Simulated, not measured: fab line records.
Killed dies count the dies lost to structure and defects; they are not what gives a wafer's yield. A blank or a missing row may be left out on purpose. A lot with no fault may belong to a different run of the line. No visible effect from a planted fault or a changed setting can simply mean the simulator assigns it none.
One fault seen from 2 desks :: flow n5-finfet :: only its own numbers are on each desk; what lay behind them is given at the end

## AT THE METROLOGY DESK
What the gauges read for every lot (on any tool): the sampled wafers with a number, averaged. Any lot whose mean is over 4 standard deviations away from the usual mean is out of limits and marked OUT; that distance is given in the brackets. Readings shown: 7 of its 10, picked as those furthest out on some lot.
Columns: A = DIBL_N at N5_BEOL_M4_RC_MEAS_101, usual 36.1 mV/V; B = DIBL_P at N5_BEOL_M4_RC_MEAS_101, usual 35.8 mV/V; C = IOFF_P at N5_BEOL_M4_RC_MEAS_101, usual 0.21 nA/um; D = ION_N at N5_BEOL_M4_RC_MEAS_101, usual 673 uA/um; E = ION_P at N5_BEOL_M4_RC_MEAS_101, usual 461 uA/um; F = SS_N at N5_BEOL_M4_RC_MEAS_101, usual 71.4 mV/dec; G = VT_P at N5_BEOL_M4_RC_MEAS_101, usual -250 mV
lot: L194
first seen here: day 9 08:45
A: 36.1
B: 37.1
C: 0.21
D: 679
E: 462
F: 71.5
G: -250

lot: L195
first seen here: day 9 11:01
A: 39.2
B: 39.4
C: 0.26
D: 683
E: 463
F: 72.2
G: -247

lot: L196
first seen here: day 9 18:11
A: 34.7
B: 34.2
C: 0.16
D: 653
E: 446
F: 71.1
G: -255

lot: L197
first seen here: day 9 23:15
A: 35.0
B: 33.4
C: 0.20
D: 674
E: 464
F: 71.3
G: -248

lot: L204
first seen here: day 11 14:09
A: 34.4
B: 33.9
C: 0.17
D: 675
E: 461
F: 70.9
G: -253

lot: L210
first seen here: day 13 07:02
A: 35.9
B: 36.3
C: 0.24
D: 673
E: 468
F: 71.8
G: -246

lot: L213
first seen here: day 13 22:02
A: 34.7
B: 35.6
C: 0.19
D: 677
E: 461
F: 71.5
G: -250
This desk's verdict: no lot among the 7 shows anything out of limits.

## THE DEFECT DESK
Per lot, the means of the sampled wafers with a number show what the inspections along the route counted. Any lot whose mean is over 4 standard deviations away from the usual mean is out of limits and marked OUT; that distance is given in the brackets.
Columns: A = raw-defect-count at N5_START_INSPECT_01, usual 6.6
lot: L194
first seen here: day 2 12:02
A: 6.3

lot: L195
first seen here: day 2 18:02
A: 7.7

lot: L196
first seen here: day 3 00:02
A: 8.7

lot: L197
first seen here: day 3 06:02
A: 7.7

lot: L204
first seen here: day 5 00:02
A: 5.7

lot: L210
first seen here: day 6 12:02
A: 7.7

lot: L213
first seen here: day 7 06:02
A: 6.0
This desk's verdict: no lot among the 7 shows anything out of limits.

## PUT TOGETHER
Nothing out of limits was seen by the metrology desk.
No out-of-limits result turned up at the defect desk.

## WHAT HAD BEEN PUT IN BY THE SIMULATOR
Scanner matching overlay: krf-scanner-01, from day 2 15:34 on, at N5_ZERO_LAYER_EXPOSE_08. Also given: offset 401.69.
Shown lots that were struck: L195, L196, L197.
